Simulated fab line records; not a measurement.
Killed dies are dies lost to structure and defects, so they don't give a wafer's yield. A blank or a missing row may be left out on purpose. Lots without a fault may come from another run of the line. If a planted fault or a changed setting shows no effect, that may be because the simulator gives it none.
fab line records | flow nand_harc
[record] lots = 12 | wafers = 35 | last_day = 33
route steps=1302 shown A_SGD_CUT@903 END@1302
lots with no fault: from the same line, run without faults
start_h: hours from the record's opening day to when the first of the lot's shown wafers began | wait_h: hours elapsed since this lot's preceding step | " same as the row above | L1.1+2: one row covering several wafers at once | - value missing, or start not given | * or withheld: withheld | < > ~ a bound
route shown NAME@n: NAME is a module with steps in the file, n the number in the route of the first one | usual: mean and standard deviation over wafers with no fault | same: alike in all rows | chamber/n: place in a boat | sites: readings site by site | _std_site: standard deviation of those values | _edge_site: outer sites' mean less inner sites' | radius_mm: for every site, how far away it sits from the centre of the wafer | mask NAME#n: copy n | behind: the last tool/chamber to shape the wafer | hold: why the lot was held/for how many hours/how that ended | device: which transistor (n, p or np) failed to switch | end of line: tests of these same wafers at the route's end | a step without rows: its recipe alone | killed: the dies lost at the first sort to structure and to defects; this is not the yield of the wafer | map: dies across one wafer; x = killed, . = not, _ = none there
set.NAME: the run value of the setting; set.NAME@STEP: its run value at that earlier step | model.NAME: the simulator's own value behind a step, which no gauge read
steps of the route over a sample of lots; a table a step, a row a wafer
services: when a tool's chamber went out of use (start_h, in hours from the record's first day, below 0 if earlier), for how many hours, and the reason
[[steps]]
[step NHARC_A_SGD_CUT_INSPECT_11]
[usual] raw_defect_count = 53/26
lot.wafer | tool              | chamber | start_h | wait_h | raw_defect_count
L878.1    | defect_inspect-01 | -       | 456.88  | 0.0    | 73
L878.2    | "                 | -       | "       | "      | 60
L878.6    | "                 | -       | "       | "      | 53
L879.2    | defect_inspect-02 | -       | 457.35  | 0.0    | 22
L879.4    | "                 | -       | "       | "      | 15
L879.6    | "                 | -       | "       | "      | 20
L880.1    | defect_inspect-02 | -       | 468.49  | 0.0    | 20
L880.4    | "                 | -       | "       | "      | 14
L880.6    | "                 | -       | "       | "      | 14
L881.2    | defect_inspect-01 | -       | 468.65  | 0.0    | 105
L881.3    | "                 | -       | "       | "      | 89
L881.4    | "                 | -       | "       | "      | 102
L884.1    | defect_inspect-01 | -       | 507.41  | 0.0    | 53
L884.5    | "                 | -       | "       | "      | 51
L884.6    | "                 | -       | "       | "      | 51
L888.2    | defect_inspect-02 | -       | 552.92  | 0.0    | 91
L888.4    | "                 | -       | "       | "      | 86
L888.5    | "                 | -       | "       | "      | 77
L890.1    | defect_inspect-01 | -       | 579.82  | 0.0    | 62
L890.3    | "                 | -       | "       | "      | 69
L892.2    | defect_inspect-01 | -       | 589.51  | 0.0    | 59
L892.3    | "                 | -       | "       | "      | 53
L892.6    | "                 | -       | "       | "      | 62
L896.2    | defect_inspect-02 | -       | 632.42  | 0.0    | 55
L896.3    | "                 | -       | "       | "      | 57
L896.6    | "                 | -       | "       | "      | 61
L895.4    | defect_inspect-01 | -       | 632.60  | 0.0    | 26
L895.5    | "                 | -       | "       | "      | 29
L895.6    | "                 | -       | "       | "      | 23
L899.1    | defect_inspect-01 | -       | 651.43  | 0.0    | 50
L899.3    | "                 | -       | "       | "      | 47
L899.6    | "                 | -       | "       | "      | 60
L900.2    | defect_inspect-01 | -       | 666.58  | 0.0    | 5
L900.4    | "                 | -       | "       | "      | 3
L900.5    | "                 | -       | "       | "      | 2
[step NHARC_A_SGD_CUT_ETCH_58]
[recipe] target_depth_a = 390 | over_etch_frac = 0.3 | time_s = 65 | ion_energy_ev = 80 | cf4_flow_sccm = 150 | ar_flow_sccm = 0 | rf_w = 300 | bias_w = 100 | chemistry = CF4
[usual] drypump_motor_current_A = 5.7/0.49 | oes_product_au = 1.000/0.012 | rf_vpp_V = 150.9/1 | showerhead_plenum_p_Torr = 1.74/0.069 | throttle_valve_pct = 13.285/0.0098
[same] over_etch_frac = 0.3
lot.wafer | tool        | chamber | start_h | wait_h | drypump_motor_current_A | oes_product_au | rf_hours_counter_h | rf_vpp_V | showerhead_plenum_p_Torr | throttle_valve_pct
L878.1    | rie_diel-05 | 1       | 457.03  | 0.1    | 6.0                     | 1.017          | 3                  | 150.6    | 1.70                     | 13.263
L878.2    | "           | 0       | "       | "      | 5.0                     | 1.003          | 3                  | 149.7    | 1.67                     | 13.278
L878.6    | "           | 1       | "       | "      | 6.0                     | 1.007          | -                  | 151.1    | 1.70                     | 13.282
L879.2    | rie_diel-09 | 2       | 457.50  | 0.1    | 5.1                     | 0.989          | 14                 | 150.7    | 1.76                     | 13.283
L879.4    | "           | 1       | "       | "      | 5.1                     | 0.989          | 13                 | 150.8    | 1.76                     | 13.292
L879.6    | "           | 3       | "       | "      | 5.7                     | 1.015          | -                  | 149.2    | 1.67                     | 13.300
L880.1    | rie_diel-06 | 3       | 468.66  | 0.1    | 5.8                     | 0.978          | 7                  | 152.1    | 1.83                     | 13.303
L880.6    | "           | 2       | "       | "      | 6.7                     | 0.989          | -                  | 150.6    | 1.72                     | 13.279
L880.4    | "           | 0       | "       | "      | 5.7                     | 0.999          | -                  | 150.5    | 1.77                     | 13.308
L881.2    | rie_diel-05 | 3       | 468.80  | 0.1    | 6.1                     | 0.997          | 3                  | 151.1    | 1.85                     | 13.288
L881.3    | "           | 0       | "       | "      | 5.0                     | 1.017          | 4                  | 150.7    | 1.67                     | 13.289
L881.4    | "           | 1       | "       | "      | 5.9                     | 1.028          | 4                  | 151.6    | 1.70                     | 13.268
L884.1    | rie_diel-09 | 2       | 507.57  | 0.1    | 5.1                     | 1.006          | 0                  | 151.6    | 1.76                     | 13.292
L884.5    | "           | 1       | "       | "      | 5.1                     | 1.002          | -                  | 149.7    | 1.76                     | 13.281
L884.6    | "           | 2       | "       | "      | 5.1                     | 1.004          | -                  | 150.5    | 1.76                     | 13.287
L888.2    | rie_diel-05 | 1       | 553.19  | 0.2    | 5.9                     | 1.015          | 9                  | 151.4    | 1.69                     | 13.287
L888.4    | "           | 3       | "       | "      | 6.1                     | 1.001          | 10                 | 151.6    | 1.85                     | 13.288
L888.5    | "           | 0       | "       | "      | 5.0                     | 1.003          | -                  | 151.1    | 1.67                     | 13.280
L890.3    | rie_diel-09 | 1       | 579.97  | 0.1    | 5.1                     | 1.004          | 7                  | 150.8    | 1.76                     | 13.290
L890.1    | "           | 0       | "       | "      | 6.0                     | 1.009          | 7                  | 149.7    | 1.66                     | 13.264
L892.2    | rie_diel-06 | 3       | 589.66  | 0.1    | 5.8                     | 1.000          | 4                  | 151.2    | 1.83                     | 13.278
L892.3    | "           | 0       | "       | "      | 5.7                     | 1.014          | 4                  | 151.4    | 1.77                     | 13.281
L892.6    | "           | 3       | "       | "      | 5.8                     | 0.998          | -                  | 151.1    | 1.83                     | 13.301
L896.3    | rie_diel-05 | 2       | 632.57  | 0.1    | 5.2                     | 1.002          | 2                  | 149.5    | 1.67                     | 13.273
L896.2    | "           | 1       | "       | "      | 5.9                     | 1.003          | 2                  | 150.8    | 1.69                     | 13.282
L896.6    | "           | 2       | "       | "      | 5.2                     | 0.994          | -                  | 151.8    | 1.67                     | 13.290
L895.4    | rie_diel-06 | 0       | 632.76  | 0.1    | 5.7                     | 0.997          | 7                  | 150.1    | 1.77                     | 13.289
L895.6    | "           | 1       | "       | "      | 5.5                     | 1.003          | -                  | 152.9    | 1.86                     | 13.290
L895.5    | "           | 2       | "       | "      | 6.7                     | 0.984          | -                  | 150.9    | 1.72                     | 13.288
L899.3    | rie_diel-06 | 2       | 651.59  | 0.1    | 6.7                     | 0.984          | 7                  | 150.5    | 1.72                     | 13.290
L899.1    | "           | 3       | "       | "      | 5.8                     | 0.998          | 7                  | 152.5    | 1.83                     | 13.285
L899.6    | "           | 0       | "       | "      | 5.7                     | 1.002          | -                  | 151.3    | 1.77                     | 13.301
L900.4    | rie_diel-09 | 3       | 666.73  | 0.1    | 5.7                     | 1.014          | 14                 | 149.4    | 1.67                     | 13.283
L900.2    | "           | 0       | "       | "      | 6.0                     | 1.005          | 14                 | 150.4    | 1.66                     | 13.276
L900.5    | "           | 0       | "       | "      | 6.0                     | 1.004          | -                  | 149.9    | 1.66                     | 13.291
[step NHARC_A_SGD_CUT_ETCH_59]
[recipe] target_depth_a = 2600 | over_etch_frac = 0.25 | time_s = 406.25 | ion_energy_ev = 200 | n2_flow_sccm = 150 | h2_flow_sccm = 150 | ar_flow_sccm = 0 | rf_w = 400 | bias_w = 150 | chemistry = N2/H2
[usual] drypump_motor_current_A = 5.7/0.46 | oes_product_au = 0.999/0.013 | rf_vpp_V = 429.7/2.6 | showerhead_plenum_p_Torr = 2.01/0.091 | throttle_valve_pct = 14.172/0.0097
[same] over_etch_frac = 0.25
lot.wafer | tool        | chamber | start_h | wait_h | drypump_motor_current_A | oes_product_au | rf_hours_counter_h | rf_vpp_V | showerhead_plenum_p_Torr | throttle_valve_pct
L878.1    | rie_diel-05 | 3       | -       | -      | 6.0                     | 1.001          | 3                  | 433.9    | 2.14                     | 14.166
L878.2    | "           | 0       | "       | "      | 5.0                     | 0.999          | 3                  | 426.6    | 1.92                     | 14.167
L878.6    | "           | 3       | "       | "      | 6.0                     | 1.006          | -                  | 431.8    | 2.15                     | 14.175
L879.4    | rie_diel-09 | 0       | -       | -      | 6.0                     | 1.019          | 13                 | 427.7    | 1.91                     | 14.169
L879.2    | "           | 2       | "       | "      | 5.1                     | 1.009          | 14                 | 431.5    | 2.02                     | 14.190
L879.6    | "           | 0       | "       | "      | 6.0                     | 1.009          | -                  | 427.9    | 1.91                     | 14.172
L880.1    | rie_diel-06 | 3       | -       | -      | 5.8                     | 0.958          | 7                  | 431.4    | 2.12                     | 14.183
L880.6    | "           | 2       | "       | "      | 6.7                     | 0.988          | -                  | 429.7    | 1.98                     | 14.167
L880.4    | "           | 0       | "       | "      | 5.7                     | 0.992          | -                  | 429.5    | 2.04                     | 14.181
L881.4    | rie_diel-05 | 1       | -       | -      | 5.9                     | 1.023          | 4                  | 428.6    | 1.95                     | 14.183
L881.2    | "           | 2       | "       | "      | 5.2                     | 1.011          | 4                  | 426.9    | 1.92                     | 14.153
L881.3    | "           | 3       | "       | "      | 6.0                     | 1.001          | 4                  | 433.0    | 2.14                     | 14.173
L884.1    | rie_diel-09 | 0       | -       | -      | 5.9                     | 1.000          | 0                  | 426.8    | 1.91                     | 14.178
L884.5    | "           | 0       | "       | "      | 6.0                     | 1.010          | -                  | 424.6    | 1.91                     | 14.185
L884.6    | "           | 1       | "       | "      | 5.1                     | 0.995          | -                  | 430.4    | 2.03                     | 14.180
L888.4    | rie_diel-05 | 3       | -       | -      | 6.1                     | 1.001          | 10                 | 433.7    | 2.14                     | 14.186
L888.2    | "           | 1       | "       | "      | 5.9                     | 1.009          | 10                 | 427.5    | 1.94                     | 14.174
L888.5    | "           | 3       | "       | "      | 6.1                     | 1.003          | -                  | 434.7    | 2.14                     | 14.174
L890.1    | rie_diel-09 | 1       | -       | -      | 5.1                     | 0.990          | 7                  | 429.0    | 2.02                     | 14.187
L890.3    | "           | 3       | "       | "      | 5.7                     | 1.006          | 7                  | 427.4    | 1.91                     | 14.177
L892.3    | rie_diel-06 | 1       | -       | -      | 5.5                     | 0.991          | 5                  | 435.8    | 2.15                     | 14.159
L892.2    | "           | 2       | "       | "      | 6.7                     | 0.979          | 5                  | 427.9    | 1.98                     | 14.177
L892.6    | "           | 0       | "       | "      | 5.7                     | 1.008          | -                  | 430.8    | 2.04                     | 14.167
L896.2    | rie_diel-05 | 3       | -       | -      | 6.0                     | 0.998          | 2                  | 432.6    | 2.14                     | 14.176
L896.3    | "           | 0       | "       | "      | 5.0                     | 1.017          | 2                  | 427.6    | 1.91                     | 14.178
L896.6    | "           | 0       | "       | "      | 5.0                     | 1.006          | -                  | 427.0    | 1.91                     | 14.160
L895.4    | rie_diel-06 | 0       | -       | -      | 5.7                     | 0.990          | 7                  | 430.7    | 2.04                     | 14.170
L895.5    | "           | 0       | "       | "      | 5.7                     | 0.994          | -                  | 429.8    | 2.04                     | 14.178
L895.6    | "           | 1       | "       | "      | 5.5                     | 0.994          | -                  | 433.5    | 2.15                     | 14.185
L899.1    | rie_diel-06 | 1       | -       | -      | 5.5                     | 0.993          | 8                  | 434.0    | 2.15                     | 14.175
L899.3    | "           | 2       | "       | "      | 6.7                     | 0.972          | 7                  | 429.4    | 1.98                     | 14.187
L899.6    | "           | 0       | "       | "      | 5.7                     | 0.999          | -                  | 431.0    | 2.04                     | 14.174
L900.2    | rie_diel-09 | 1       | -       | -      | 5.1                     | 1.002          | 14                 | 431.0    | 2.02                     | 14.176
L900.4    | "           | 2       | "       | "      | 5.2                     | 1.006          | 13                 | 429.6    | 2.02                     | 14.189
L900.5    | "           | 0       | "       | "      | 6.0                     | 1.014          | -                  | 427.8    | 1.91                     | 14.177
[step NHARC_A_SGD_CUT_ETCH_16]
[recipe] target_depth_a = 3105 | time_s = 155.2 | c4f8_flow_sccm = withheld | o2_flow_sccm = 8 | ar_flow_sccm = withheld | rf_w = 600 | bias_w = 800 | chemistry = C4F8/O2/Ar
[usual] oes_product_au = 0.968/0.017 | rf_vpp_V = 722/4.4
lot.wafer | tool        | chamber | start_h | wait_h | oes_product_au | rf_hours_counter_h | rf_vpp_V
L878.1    | rie_diel-05 | 1       | 457.53  | -      | 1.003          | 3                  | 718
L878.2    | "           | 3       | "       | "      | 0.979          | 3                  | 729
L878.6    | "           | 1       | "       | "      | 1.005          | -                  | 719
L879.2    | rie_diel-09 | 2       | 457.98  | -      | 0.988          | 14                 | 723
L879.4    | "           | 0       | "       | "      | 0.970          | 14                 | 718
L879.6    | "           | 3       | "       | "      | 0.981          | -                  | 718
L880.1    | rie_diel-06 | 1       | 469.21  | -      | 0.949          | 5                  | 728
L880.4    | "           | 0       | "       | "      | 0.962          | 7                  | 723
L880.6    | "           | 2       | "       | "      | 0.936          | -                  | 720
L881.2    | rie_diel-05 | 0       | 469.28  | -      | 0.971          | 4                  | 718
L881.4    | "           | 1       | "       | "      | 0.980          | 4                  | 718
L881.3    | "           | 2       | "       | "      | 0.979          | 4                  | 718
L884.1    | rie_diel-09 | 0       | 508.06  | -      | 0.987          | 0                  | 718
L884.5    | "           | 3       | "       | "      | 0.967          | -                  | 716
L884.6    | "           | 0       | "       | "      | 0.984          | -                  | 717
L888.4    | rie_diel-05 | 0       | 553.72  | -      | 0.944          | 10                 | 717
L888.2    | "           | 2       | "       | "      | 0.977          | 10                 | 717
L888.5    | "           | 3       | "       | "      | 0.958          | -                  | 729
L890.3    | rie_diel-09 | 2       | 580.46  | -      | 0.893          | 7                  | 722
L890.1    | "           | 1       | "       | "      | 0.872          | 7                  | 722
L892.2    | rie_diel-06 | 0       | 590.15  | -      | 0.987          | 5                  | 722
L892.3    | "           | 2       | "       | "      | 0.958          | 5                  | 721
L892.6    | "           | 3       | "       | "      | 0.956          | -                  | 728
L896.3    | rie_diel-05 | 0       | 633.06  | -      | 0.989          | 2                  | 717
L896.2    | "           | 2       | "       | "      | 0.976          | 2                  | 717
L896.6    | "           | 0       | "       | "      | 1.005          | -                  | 718
L895.4    | rie_diel-06 | 0       | 633.24  | -      | 0.971          | 7                  | 722
L895.6    | "           | 3       | "       | "      | 0.960          | -                  | 726
L895.5    | "           | 0       | "       | "      | 0.974          | -                  | 724
L899.3    | rie_diel-06 | 1       | 652.06  | -      | 0.952          | 8                  | 729
L899.1    | "           | 3       | "       | "      | 0.968          | 7                  | 727
L899.6    | "           | 1       | "       | "      | 0.948          | -                  | 728
L900.2    | rie_diel-09 | 0       | 667.23  | -      | 0.976          | 15                 | 717
L900.4    | "           | 1       | "       | "      | 0.980          | 14                 | 720
L900.5    | "           | 0       | "       | "      | 0.984          | -                  | 716
[step NHARC_END_SORT_01]
[recipe] temp_c = 25
[usual] killed_at_array = 55/20 | killed_at_other = 1.2/1.3 | killed_at_periphery = 4.0/3 | killed_dies = 60/21 | killed_open = 3.2/1.9 | killed_short = 2.5/1.6
[same] gross_dies = 677
lot.wafer | tool      | chamber | start_h | wait_h | hold                   | killed_at_array | killed_at_other | killed_at_periphery | killed_dies | killed_open | killed_short
L890.1    | prober-02 | 0       | 701.49  | 2.5    | await_dispo/2.6h/scrap | 609             | 0               | 3                   | 612         | 7           | 2
L890.3    | prober-02 | 0       | 703.10  | 3.1    | await_dispo/2.6h/scrap | 628             | 0               | 2                   | 630         | 3           | 3
// killed by level:class
L890.1 A_SGD_CUT:area_etch=539 A_CHANNEL_HOLE_D1:chamber_film_flake=33 A_SLIT:chamber_film_flake=21 A_STAIRCASE:chamber_film_flake=4 A_CHANNEL_FILL_D2:geometric_particle:open=2 A_M0:geometric_particle:open=2 P_GATE:chamber_film_flake=2 A_CHANNEL_FILL_D2:chamber_film_flake=2
L890.3 A_SGD_CUT:area_etch=555 A_CHANNEL_HOLE_D1:chamber_film_flake=40 A_SLIT:chamber_film_flake=22 A_STAIRCASE:chamber_film_flake=2 A_CHANNEL_FILL_D2:chamber_film_flake=2 A_ONON_D1:geometric_particle:open=1 A_DECK1_JOINT:geometric_particle:short=1 A_WL_FILL:geometric_particle:short=1
[[services]]
tool        | chamber | start_h | hours | kind
rie_diel-09 | 3       | 433.59  | 10.2  | repair
rie_diel-06 | 0       | 438.70  | -     | clean
rie_diel-06 | 1       | 438.70  | -     | clean
rie_diel-06 | 2       | 438.70  | -     | clean
rie_diel-06 | 3       | 438.70  | -     | clean
rie_diel-05 | 0       | 440.10  | -     | clean
rie_diel-05 | 1       | 440.10  | -     | clean
rie_diel-05 | 2       | 440.10  | -     | clean
rie_diel-05 | 3       | 440.10  | -     | clean
rie_diel-06 | 1       | 445.81  | 23.1  | repair
rie_diel-06 | 0       | 463.20  | -     | clean
rie_diel-06 | 2       | 463.20  | -     | clean
rie_diel-06 | -       | 484.20  | 9.0   | pm
rie_diel-09 | -       | 497.10  | 9.0   | pm
rie_diel-09 | 1       | 550.33  | 3.0   | repair
rie_diel-06 | 1       | 571.26  | 2.4   | repair
rie_diel-05 | 0       | 571.64  | 6.3   | repair
rie_diel-05 | -       | 583.60  | 9.0   | pm
rie_diel-09 | 0       | 593.24  | 2.8   | repair
rie_diel-05 | -       | 602.54  | 0.4   | repair
rie_diel-06 | 3       | 615.60  | 3.8   | repair
rie_diel-06 | 2       | 636.67  | 9.8   | repair
rie_diel-05 | 1       | 638.40  | 4.0   | repair
rie_diel-06 | -       | 661.20  | 9.0   | pm
[[key]]
[first_sign] step = NHARC_A_SGD_CUT_ETCH_16 | reading = oes_product_au | direction = down | sigmas = 5 | usual = 0.968 | struck = 0.883
[effect] step = NHARC_END_SORT_01 | reading = killed_at_array | direction = up | sigmas = 28 | usual = 55 | struck = 618
[more_kills_born_at] NHARC_A_SGD_CUT_ETCH_16@rie_diel-09 = 1094
met_at NHARC_A_SGD_CUT_ETCH_16
struck_lots L890
later_rows_left_out L890.1,L890.3
tester_left_out L890
not_acting_at NHARC_A_SGD_CUT_INSPECT_11,NHARC_A_SGD_CUT_ETCH_58,NHARC_A_SGD_CUT_ETCH_59
onset_between 508.06 580.46
[fault] kind = process_parameter_drift | tool = rie_diel-09 | chamber = - | onset_h = 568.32 | steps = NHARC_A_SGD_CUT_ETCH_16 | channel = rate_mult | offset = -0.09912 | shape = step | end_h = 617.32
// tester_left_out: of these lots the tester's yield and bins aren't shown, on N5 and GAA mostly nor the transistor test; their killed dies are dies lost to structure and defects alone, not to doping, threshold or leakage, so they don't give the yield
// later_rows_left_out: the simulator's readings of these wafers behind a module that went badly wrong aren't trusted and aren't shown, but for the sort
